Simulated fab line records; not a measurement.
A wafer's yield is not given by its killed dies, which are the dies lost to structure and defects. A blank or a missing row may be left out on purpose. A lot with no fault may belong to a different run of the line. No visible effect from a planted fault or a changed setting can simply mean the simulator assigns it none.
fab line records	flow n5Finfet
[record] lots = 7	wafers = 21
route steps=1938 shown BEOL_M11@1539 BEOL_M12@1616 BEOL_M13@1680 BEOL_M14@1753 BEOL_M15@1773
startH: hours from the record's first day to the start of the lot's first wafer shown	waitH: hours from the lot's prior step to this one	" unchanged from the row above	L1.1+2: several wafers, shown together as one row	- no value, or no start was given	* or withheld: withheld	< > ~ a bound
route shown NAME@n: a module of which the file shows steps, and the number in the route of the first	usual: mean/standard deviation taken from wafers without a fault	same: alike in all rows	chamber/n: place in a boat	sites: each site's reading	_std_site: standard deviation across them	_edge_site: mean of outer sites minus mean of inner sites	radiusMm: how far each site lies from the wafer's centre	mask NAME#n: copy n	behind: the last tool/chamber to shape the wafer	hold: the reason the lot was held/the length of the hold in hours/how it ended	device: names the non-switching transistor (n, p or np)	end of line: tests of these same wafers at the route's end	where a step has no rows: the recipe by itself	killed: dies lost to structure and defects at the first sort, not the wafer's yield	map: a wafer's dies, x killed, . not, _ none there
set.NAME: the run value of the setting; set.NAME@STEP: its run value at that earlier step	model.NAME: the simulator's own value behind a step, which no gauge read
lots whose settings were changed on purpose; a table a step, a row a wafer
[[steps]]
[step N5_BEOL_M11_PECVD_70]
[recipe] material = SiO2	targetThkA = 200	tempC = 400	precursor = TEOS/O2	pressureTorr = 5.5	rfW = 450	teosFlowSccm = 53.8	gas = O2	flowSccm = 3000	timeS = 22.7
lot.wafer	tool	chamber	startH	waitH	set.timeS	model.SiO2_of_BEOL_M11_PECVD_70.thkNm
L080.1	pecvd-03	0	254.20	0.0	22.7	19.4
L080.4	"	0	"	"	24.19	21
L080.6	"	1	"	"	22.7	19.8
L081.3	pecvd-03	1	255.58	0.0	22.7	19.8
L081.4+5	"	2,1	"	"	22.7	20.2
L085.3	pecvd-03	0	284.66	0.0	22.7	19.4
L085.4	"	1	"	"	20.03	17.4
L085.5	"	0	"	"	22.7	19.8
L089.2+4	pecvd-03	0,1	313.46	0.0	22.7	19.6
L089.5	"	2	"	"	22.7	20.4
L092.1+4	pecvd-02	2,0	343.81	0.0	22.7	19.6
L092.6	"	1	"	"	19.69	17.4
L095.3	pecvd-04	1	349.83	0.0	25.97	22.4
L095.4	"	2	"	"	25.97	23
L095.5	"	0	"	"	25.97	23.2
L094.3	pecvd-04	0	355.03	0.0	22.7	19.8
L094.4	"	0	"	"	22.7	20.4
L094.5	"	2	"	"	22.7	20
[step N5_BEOL_M12_ETCH_59]
[recipe] chemistry = N2/H2	target = BARC	targetDepthA = 890	overetchA = 267	timeS = 67.9	ionEnergyEv = 200	pressureMtorr = 30	sourceW = 840	biasW = 150	n2FlowSccm = 200	h2FlowSccm = 200
[usual] rfVppV = 524.4/2.3
lot.wafer	tool	chamber	startH	waitH	set.biasW	rfVppV
L080.1	rieDiel-05	1	260.25	0.0	150	525.5
L080.4	"	2	"	"	150	525.6
L080.6	"	1	"	"	150	524.9
L081.3	rieDiel-04	2	263.78	0.0	150	523.1
L081.4	"	0	"	"	150	526.4
L081.5	"	0	"	"	150	525.6
L085.3	rieDiel-05	0	294.93	0.0	150	527.6
L085.4	"	2	"	"	141.3	505.7
L085.5	"	1	"	"	141.3	507.0
L089.2	rieDiel-05	3	319.92	0.0	150	523.2
L089.4	"	0	"	"	150	528.2
L089.5	"	0	"	"	131.5	484.4
L092.1	rieDiel-04	0	349.86	0.0	150	525.8
L092.4	"	2	"	"	150	523.7
L092.6	"	2	"	"	150	523.1
L095.3	rieDiel-04	2	358.69	0.0	160.6	546.7
L095.4	"	3	"	"	150	522.5
L095.5	"	0	"	"	150	523.6
L094.3	rieDiel-05	2	363.94	0.0	150	525.2
L094.4	"	2	"	"	150	523.9
L094.5	"	3	"	"	150	521.2
[step N5_BEOL_M12_COAT_66]
[recipe] resist = SiARC	tempC = 220	timeS = 60	spinRpm = 1500	resistThkNm = 110
lot.wafer	tool	chamber	startH	waitH	set.spinRpm	model.SiARC_of_BEOL_M12_COAT_66.thkNm
L080.1+4	lithoTrack-04	0	-	-	1500	110.2
L080.6	"	0	"	"	1500	110.6
L081.3	lithoTrack-04	0	-	-	1588	107.2
L081.4	"	0	"	"	1500	110.2
L081.5	"	0	"	"	1500	109.8
L085.3	lithoTrack-04	0	-	-	1500	109.8
L085.4	"	0	"	"	1500	110.2
L085.5	"	0	"	"	1360	115.4
L089.2+4	lithoTrack-04	0	-	-	1500	110.2
L089.5	"	0	"	"	1500	110
L092.1	lithoTrack-05	0	-	-	1500	110.2
L092.4	"	0	"	"	1600	106.8
L092.6	"	0	"	"	1600	106.6
L095.3	lithoTrack-04	0	-	-	1500	110.2
L095.4	"	0	"	"	1500	110
L095.5	"	0	"	"	1543	108.4
L094.3+5	lithoTrack-05	0	-	-	1500	109.8
L094.4	"	0	"	"	1500	110
[step N5_BEOL_M12_COAT_22]
[recipe] spinRpm = 2888	resistThkNm = 300
[step N5_BEOL_M12_EBR_24]
[recipe] solvent = PGMEA	ebrWidthMm = 1.5
[step N5_BEOL_M12_DESCUM_33]
[recipe] chemistry = O2	timeS = 7.9	sourcePowerW = 50	biasPowerW = 20	pressureMtorr = 20	rfFrequencyHz = 2.712e+07	tempC = 40	o2FlowSccm = 225
[step N5_BEOL_M12_ETCH_67]
[recipe] chemistry = CF4	target = SiARC	targetDepthA = 1430	timeS = 238.3	ionEnergyEv = 80	pressureMtorr = 40	sourceW = 545	biasW = 36	Ar_flow_sccm = 100	cf4FlowSccm = 100	ends = cleared
lot.wafer	tool	chamber	startH	waitH	set.spinRpm@BEOL_M12_COAT_66	model.etch.depthNm	model.coat_of_BEOL_M12_COAT_22.thkNm
L080.1	rieDiel-05	2	261.21	0.0	1500	110.3	211.8
L080.4	"	2	"	"	1500	110.3	211.6
L080.6	"	3	"	"	1500	110.5	210.6
L081.3	rieDiel-05	2	264.69	0.0	1588	107.2	213.8
L081.4	"	2	"	"	1500	110.1	212.8
L081.5	"	1	"	"	1500	109.8	212.6
L085.3	rieDiel-05	2	295.84	0.0	1500	109.7	212.6
L085.4	"	1	"	"	1500	110.1	212.2
L085.5	"	0	"	"	1360	115.5	208.6
L089.2	rieDiel-05	1	320.96	0.0	1500	110.3	212
L089.4	"	2	"	"	1500	110.2	211.8
L089.5	"	0	"	"	1500	110.1	211
L092.1	rieDiel-05	1	350.77	0.0	1500	110.1	211.2
L092.4	"	2	"	"	1600	106.7	213.4
L092.6	"	0	"	"	1600	106.7	213.8
L095.3	rieDiel-05	2	359.87	0.0	1500	110.2	211.2
L095.4	"	3	"	"	1500	110	211.2
L095.5	"	0	"	"	1543	108.5	212.2
L094.3	rieDiel-03	0	364.98	0.0	1500	109.8	211.4
L094.4	"	1	"	"	1500	110	210.8
L094.5	"	1	"	"	1500	109.8	211.6
[step N5_BEOL_M13_COAT_65]
[recipe] resist = SOC	tempC = 250	timeS = 60	spinRpm = 1500	resistThkNm = 350
lot.wafer	tool	chamber	startH	waitH	set.spinRpm	model.SOC_of_BEOL_M13_COAT_65.thkNm
L080.1	lithoTrack-03	0	271.41	0.0	1605	339.6
L080.4	"	0	"	"	1500	350.2
L080.6	"	0	"	"	1605	340
L081.3	lithoTrack-02	0	272.29	0.0	1500	351.8
L081.4	"	0	"	"	1367	369.6
L081.5	"	0	"	"	1367	368
L085.3	lithoTrack-02	0	301.75	0.0	1359	368.6
L085.4	"	0	"	"	1500	352.6
L085.5	"	0	"	"	1359	368.8
L089.2	lithoTrack-03	0	327.92	0.0	1375	366.4
L089.4	"	0	"	"	1375	366.2
L089.5	"	0	"	"	1500	350.6
L092.1	lithoTrack-03	0	355.95	0.0	1500	352
L092.4	"	0	"	"	1500	350.8
L092.6	"	0	"	"	1373	366.2
L095.3	lithoTrack-03	0	363.74	0.0	1500	349
L095.4	"	0	"	"	1500	350
L095.5	"	0	"	"	1349	369.8
L094.3	lithoTrack-04	0	369.16	0.0	1500	351.2
L094.4	"	0	"	"	1500	350
L094.5	"	0	"	"	1500	350.6
[step N5_BEOL_M13_COAT_22]
[recipe] spinRpm = 2888	resistThkNm = 300
lot.wafer	tool	chamber	startH	waitH	set.spinRpm	model.coat_of_BEOL_M13_COAT_22.thkNm
L080.1	lithoTrack-03	0	-	-	2888	300.6
L080.4	"	0	"	"	2668	312.4
L080.6	"	0	"	"	2888	300
L081.3	lithoTrack-02	0	-	-	2888	300.6
L081.4	"	0	"	"	2888	299.6
L081.5	"	0	"	"	3033	292.4
L085.3	lithoTrack-02	0	-	-	2757	308.2
L085.4	"	0	"	"	2757	309.4
L085.5	"	0	"	"	2757	308.6
L089.2	lithoTrack-03	0	-	-	2888	301.8
L089.4	"	0	"	"	2888	300.4
L089.5	"	0	"	"	2888	301.2
L092.1+6	lithoTrack-03	0	-	-	2888	299
L092.4	"	0	"	"	2888	298.8
L095.3	lithoTrack-03	0	-	-	2888	299.6
L095.4	"	0	"	"	3161	286.2
L095.5	"	0	"	"	3161	286.4
L094.3	lithoTrack-04	0	-	-	2888	300.4
L094.4+5	"	0	"	"	2888	299.8
[step N5_BEOL_M14_TRENCH_ETCH_34]
[recipe] chemistry = C4F8/O2/Ar	target = SiO2	targetDepthA = 5566.5	maskMaterial = SOC	heInnerTorr = 15	heOuterTorr = 30	timeS = 126.9	ionEnergyEv = 800	pressureMtorr = 20	sourceW = 1905	biasW = 2040	Ar_flow_sccm = 400	C4F8_flow_sccm = 16	O2_flow_sccm = 12
lot.wafer	tool	chamber	startH	waitH	set.timeS	model.etch.depthNm
L080.1	rieDiel-05	3	277.75	0.0	111	497.1
L080.4	"	2	"	"	111	484
L080.6	"	1	"	"	126.9	543.2
L081.3	rieDiel-05	3	278.33	0.0	126.9	574.8
L081.4	"	2	"	"	126.9	564.8
L081.5	"	1	"	"	126.9	548
L085.3	rieDiel-05	0	310.01	0.0	126.9	568.8
L085.4	"	1	"	"	135.7	580.5
L085.5	"	0	"	"	135.7	606.6
L089.2	rieDiel-05	3	335.09	0.0	138.6	621
L089.4	"	2	"	"	126.9	551.4
L089.5	"	2	"	"	126.9	553.6
L092.1	rieDiel-03	1	361.56	0.0	103.9	457.1
L092.4	"	0	"	"	126.9	564.6
L092.6	"	2	"	"	103.9	457.5
L095.3	rieDiel-03	1	369.02	0.0	147.1	647.9
L095.4	"	0	"	"	147.1	651.9
L095.5	"	2	"	"	126.9	561.2
L094.3	rieDiel-03	3	377.25	0.0	126.9	539.5
L094.4	"	0	"	"	126.9	560
L094.5	"	0	"	"	126.9	559.7
[step N5_BEOL_M14_STRIP_70]
[recipe] chemistry = C4F8/O2/Ar	resist = SiARC	rfFrequencyHz = 6e+07
[step N5_BEOL_M14_OCD_MEAS_35]
[usual] trenchDepthNm = 559/10
lot.wafer	tool	chamber	startH	waitH	set.timeS@BEOL_M14_TRENCH_ETCH_34	trenchDepthNm
L080.1	ocd-02	-	277.90	0.0	111	497
L080.4	"	-	"	"	111	484
L080.6	"	-	"	"	126.9	544
L081.3	ocd-01	-	278.48	0.0	126.9	574
L081.4	"	-	"	"	126.9	564
L081.5	"	-	"	"	126.9	548
L085.3	ocd-02	-	310.17	0.0	126.9	569
L085.4	"	-	"	"	135.7	581
L085.5	"	-	"	"	135.7	606
L089.2	ocd-01	-	335.25	0.0	138.6	621
L089.4	"	-	"	"	126.9	551
L089.5	"	-	"	"	126.9	554
L092.1	ocd-02	-	361.71	0.0	103.9	458
L092.4	"	-	"	"	126.9	564
L092.6	"	-	"	"	103.9	458
L095.3	ocd-01	-	369.18	0.0	147.1	648
L095.4	"	-	"	"	147.1	652
L095.5	"	-	"	"	126.9	561
L094.3	ocd-02	-	377.41	0.0	126.9	539
L094.4	"	-	"	"	126.9	560
L094.5	"	-	"	"	126.9	560
[step N5_BEOL_M14_SPUTTER_43]
[recipe] material = TaN	targetThkA = 150	tempC = 50	biasV = 168.6	powerW = 15000	chamberPressurePa = 0.12	timeS = 24.19
lot.wafer	tool	chamber	startH	waitH	set.powerW	model.TaN_of_BEOL_M14_SPUTTER_43.thkNm
L080.1	pvdSputter-03	-	279.22	0.0	15000	15.2
L080.4+6	"	-	"	"	13750	14
L081.3+5	pvdSputter-02	-	282.75	0.0	12320	12.4
L081.4	"	-	"	"	15000	15.2
L085.3+4	pvdSputter-02	-	315.12	0.0	15000	15.2
L085.5	"	-	"	"	12540	12.8
L089.2+4+5	pvdSputter-02	-	336.87	0.0	15000	14.8
L092.1+6	pvdSputter-02	-	365.29	0.0	15000	14.8
L092.4	"	-	"	"	15000	15
L095.3	pvdSputter-02	-	373.76	0.0	15000	15
L095.4	"	-	"	"	13790	13.8
L095.5	"	-	"	"	13790	14
L094.3+4+5	pvdSputter-01	-	382.05	0.0	15000	15
[step N5_BEOL_M14_SPUTTER_44]
[recipe] material = Ta	targetThkA = 150	tempC = 50	biasV = 80	powerW = 15000	chamberPressurePa = 0.07	timeS = 24.19
[step N5_BEOL_M14_SPUTTER_45]
[recipe] material = Cu	targetThkA = 1000	tempC = -20	biasV = 60	powerW = 26000	chamberPressurePa = 0.13	timeS = 16.67
[step N5_BEOL_M14_ECD_47]
[recipe] material = Cu	targetThkA = 12480
[step N5_BEOL_M14_ANNEAL_48]
[recipe] tempC = 225	timeS = 90	ambient = N2
[step N5_BEOL_M14_CMP_49]
[recipe] stopOn = SiO2	tOverpolishS = 5.2	downForcePsi = 2	platenRpm = 80	clearingPlatenDownForcePsi = 2	clearingPlatenRpm = 80	postCmpClean = cuAlkaline	targetThkNm = 560	clearingPlatenPadVelocityMS = 1.5917	padVelocityMS = 1.5917
lot.wafer	tool	chamber	startH	waitH	set.timeS@BEOL_M14_TRENCH_ETCH_34	model.Cu_of_BEOL_M14_ECD_47.thkNm
L080.1	cmp-03	2	279.98	0.3	111	499.6
L080.4	"	1	"	"	111	488
L080.6	"	2	"	"	126.9	546.8
L081.3	cmp-02	3	283.51	0.2	126.9	581.4
L081.4	"	1	"	"	126.9	567.4
L081.5	"	0	"	"	126.9	552.4
L085.3	cmp-03	0	316.75	0.2	126.9	571.8
L085.4	"	2	"	"	135.7	583.8
L085.5	"	0	"	"	135.7	613
L089.2	cmp-02	1	337.67	0.2	138.6	624.2
L089.4	"	2	"	"	126.9	553.8
L089.5	"	1	"	"	126.9	556.4
L092.4	cmp-01	3	366.10	0.2	126.9	565.8
L092.1	"	0	"	"	103.9	459.2
L092.6	"	3	"	"	103.9	459
L095.3	cmp-01	2	374.53	0.2	147.1	650
L095.4	"	3	"	"	147.1	655.8
L095.5	"	3	"	"	126.9	563
L094.3	cmp-03	1	383.35	0.2	126.9	542.6
L094.4	"	3	"	"	126.9	562.8
L094.5	"	0	"	"	126.9	562.4
[step N5_BEOL_M14_THK_MEAS_50]
[recipe] thkMeasGauge = xrf	reads = Cu_of_BEOL_M14_ECD_47
[usual] M14_THK = 567/11
lot.wafer	tool	chamber	startH	waitH	set.timeS@BEOL_M14_TRENCH_ETCH_34	M14_THK[nm]
L080.1	filmMetro-02	-	280.28	-	111	504
L080.4	"	-	"	"	111	490
L080.6	"	-	"	"	126.9	549
L081.3	filmMetro-01	-	283.81	-	126.9	582
L081.4	"	-	"	"	126.9	570
L081.5	"	-	"	"	126.9	556
L085.3	filmMetro-02	-	317.04	-	126.9	584
L085.4	"	-	"	"	135.7	594
L085.5	"	-	"	"	135.7	628
L089.2	filmMetro-02	-	337.93	-	138.6	626
L089.4	"	-	"	"	126.9	554
L089.5	"	-	"	"	126.9	557
L092.1	filmMetro-02	-	366.35	-	103.9	464
L092.4	"	-	"	"	126.9	569
L092.6	"	-	"	"	103.9	464
L095.3	filmMetro-02	-	374.82	-	147.1	661
L095.4	"	-	"	"	147.1	664
L095.5	"	-	"	"	126.9	572
L094.3	filmMetro-02	-	383.61	-	126.9	551
L094.4	"	-	"	"	126.9	573
L094.5	"	-	"	"	126.9	573
[step N5_BEOL_M14_PRE_CLEAN_52]
[recipe] gas = NH3	timeS = 15	tempC = withheld	rfPowerW = 300
[step N5_BEOL_M14_DEP_53]
[recipe] material = SiCN	targetThkA = 500	tempC = withheld	precursor = 3MS/NH3	pressureTorr = 3	rfW = 675	timeS = 17.8
[step N5_BEOL_M14_RS_MEAS_54]
[recipe] thkMeasGauge = four-point-probe	reads = Cu_of_BEOL_M14_ECD_47+Ta_of_BEOL_M14_SPUTTER_44+TaN_of_BEOL_M14_SPUTTER_43
[usual] M14_RS = 0.0330/0.00062
lot.wafer	tool	chamber	startH	waitH	set.timeS@BEOL_M14_TRENCH_ETCH_34	M14_RS[ohm/sq]
L080.1	filmMetro-02	-	280.41	0.0	111	0.0372
L080.4	"	-	"	"	111	0.0382
L080.6	"	-	"	"	126.9	0.0340
L081.3	filmMetro-01	-	283.94	0.1	126.9	0.0319
L081.4	"	-	"	"	126.9	0.0326
L081.5	"	-	"	"	126.9	0.0336
L085.3	filmMetro-02	-	317.17	0.1	126.9	0.0325
L085.4	"	-	"	"	135.7	0.0317
L085.5	"	-	"	"	135.7	0.0302
L089.2	filmMetro-01	-	338.06	0.1	138.6	0.0297
L089.4	"	-	"	"	126.9	0.0335
L089.5	"	-	"	"	126.9	0.0333
L092.1	filmMetro-02	-	366.50	0.1	103.9	0.0406
L092.4	"	-	"	"	126.9	0.0328
L092.6	"	-	"	"	103.9	0.0406
L095.3	filmMetro-02	-	374.95	0.1	147.1	0.0285
L095.4	"	-	"	"	147.1	0.0282
L095.5	"	-	"	"	126.9	0.0330
L094.3	filmMetro-01	-	383.74	0.1	126.9	0.0342
L094.4	"	-	"	"	126.9	0.0329
L094.5	"	-	"	"	126.9	0.0330
[step N5_BEOL_M15_ILD_DEP_00]
[recipe] material = SiO2	targetThkA = 16293	tempC = 400	precursor = TEOS/O2	pressureTorr = 6.5	rfW = 900	teosFlowSccm = 161.4	gas = O2	flowSccm = 2650	timeS = 346.1
lot.wafer	tool	chamber	startH	waitH	set.timeS	model.SiO2_of_BEOL_M15_ILD_DEP_00.thkNm
L080.1	pecvd-04	1	280.47	0.0	391.3	1797
L080.4	"	1	"	"	346.1	1599
L080.6	"	0	"	"	391.3	1832
L081.3	pecvd-03	2	284.00	0.0	298	1368
L081.4	"	1	"	"	346.1	1612
L081.5	"	0	"	"	298	1403
L085.3	pecvd-04	1	317.24	0.0	361.1	1649
L085.4	"	2	"	"	361.1	1702
L085.5	"	1	"	"	346.1	1615
L089.2	pecvd-04	0	338.12	0.0	320.4	1500
L089.4	"	0	"	"	346.1	1629
L089.5	"	2	"	"	320.4	1533
L092.1	pecvd-03	2	366.56	0.0	346.1	1636
L092.4	"	2	"	"	346.1	1651
L092.6	"	0	"	"	346.1	1657
L095.3	pecvd-03	1	375.01	0.0	346.1	1573
L095.4	"	0	"	"	346.1	1616
L095.5	"	1	"	"	346.1	1609
L094.3	pecvd-02	0	383.80	0.0	346.1	1631
L094.4	"	1	"	"	346.1	1657
L094.5	"	0	"	"	346.1	1645
[step N5_BEOL_M15_THK_MEAS_01]
[recipe] reads = SiO2_of_BEOL_M15_ILD_DEP_00
[usual] M15_ILD_THK = 1624/19
lot.wafer	tool	chamber	startH	waitH	set.timeS@BEOL_M15_ILD_DEP_00	M15_ILD_THK[nm]
L080.1	filmMetro-01	-	280.72	0.1	391.3	1798
L080.4	"	-	"	"	346.1	1599
L080.6	"	-	"	"	391.3	1831
L081.3	filmMetro-02	-	284.25	0.1	298	1368
L081.4	"	-	"	"	346.1	1612
L081.5	"	-	"	"	298	1403
L085.3	filmMetro-01	-	317.49	0.1	361.1	1647
L085.4	"	-	"	"	361.1	1702
L085.5	"	-	"	"	346.1	1615
L089.2	filmMetro-02	-	338.37	0.1	320.4	1501
L089.4	"	-	"	"	346.1	1627
L089.5	"	-	"	"	320.4	1533
L092.1	filmMetro-02	-	366.81	0.1	346.1	1635
L092.4	"	-	"	"	346.1	1649
L092.6	"	-	"	"	346.1	1657
L095.3	filmMetro-01	-	375.26	0.1	346.1	1573
L095.4	"	-	"	"	346.1	1616
L095.5	"	-	"	"	346.1	1609
L094.3	filmMetro-01	-	384.05	0.1	346.1	1632
L094.4	"	-	"	"	346.1	1657
L094.5	"	-	"	"	346.1	1645
[[key]]
[split] step = N5_BEOL_M11_PECVD_70	setting = timeS	stated = 22.7	by = wafer
[response] step = N5_BEOL_M11_PECVD_70	reading = model.SiO2_of_BEOL_M11_PECVD_70.thkNm	change = +0.18	per = 1%	r = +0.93
[split] step = N5_BEOL_M12_ETCH_59	setting = biasW	stated = 150	by = wafer
[response] step = N5_BEOL_M12_ETCH_59	reading = rfVppV	change = +3.39	per = 1%	r = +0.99
[split] step = N5_BEOL_M12_COAT_66	setting = spinRpm	stated = 1500	by = wafer
[response] step = N5_BEOL_M12_COAT_66	reading = model.SiARC_of_BEOL_M12_COAT_66.thkNm	change = -0.546	per = 1%	r = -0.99
[response] step = N5_BEOL_M12_ETCH_67	reading = model.etch.depthNm	change = -0.548	per = 1%	r = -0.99
[response] step = N5_BEOL_M12_ETCH_67	reading = model.coat_of_BEOL_M12_COAT_22.thkNm	change = +0.349	per = 1%	r = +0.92
[split] step = N5_BEOL_M13_COAT_65	setting = spinRpm	stated = 1500	by = wafer
[response] step = N5_BEOL_M13_COAT_65	reading = model.SOC_of_BEOL_M13_COAT_65.thkNm	change = -1.82	per = 1%	r = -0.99
[split] step = N5_BEOL_M13_COAT_22	setting = spinRpm	stated = 2888	by = wafer
[response] step = N5_BEOL_M13_COAT_22	reading = model.coat_of_BEOL_M13_COAT_22.thkNm	change = -1.49	per = 1%	r = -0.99
[split] step = N5_BEOL_M14_TRENCH_ETCH_34	setting = timeS	stated = 126.9	by = wafer
[response] step = N5_BEOL_M14_TRENCH_ETCH_34	reading = model.etch.depthNm	change = +5.53	per = 1%	r = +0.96
[response] step = N5_BEOL_M14_OCD_MEAS_35	reading = trenchDepthNm	change = +5.52	per = 1%	r = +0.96
[response] step = N5_BEOL_M14_CMP_49	reading = model.Cu_of_BEOL_M14_ECD_47.thkNm	change = +5.56	per = 1%	r = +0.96
[response] step = N5_BEOL_M14_THK_MEAS_50	reading = M14_THK	change = +5.55	per = 1%	r = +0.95
[response] step = N5_BEOL_M14_RS_MEAS_54	reading = M14_RS	change = -0.000353	per = 1%	r = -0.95
[split] step = N5_BEOL_M14_SPUTTER_43	setting = powerW	stated = 15000	by = wafer
[response] step = N5_BEOL_M14_SPUTTER_43	reading = model.TaN_of_BEOL_M14_SPUTTER_43.thkNm	change = +0.15	per = 1%	r = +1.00
[split] step = N5_BEOL_M15_ILD_DEP_00	setting = timeS	stated = 346.1	by = wafer
[response] step = N5_BEOL_M15_ILD_DEP_00	reading = model.SiO2_of_BEOL_M15_ILD_DEP_00.thkNm	change = +16.1	per = 1%	r = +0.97
[response] step = N5_BEOL_M15_THK_MEAS_01	reading = M15_ILD_THK	change = +16.1	per = 1%	r = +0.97
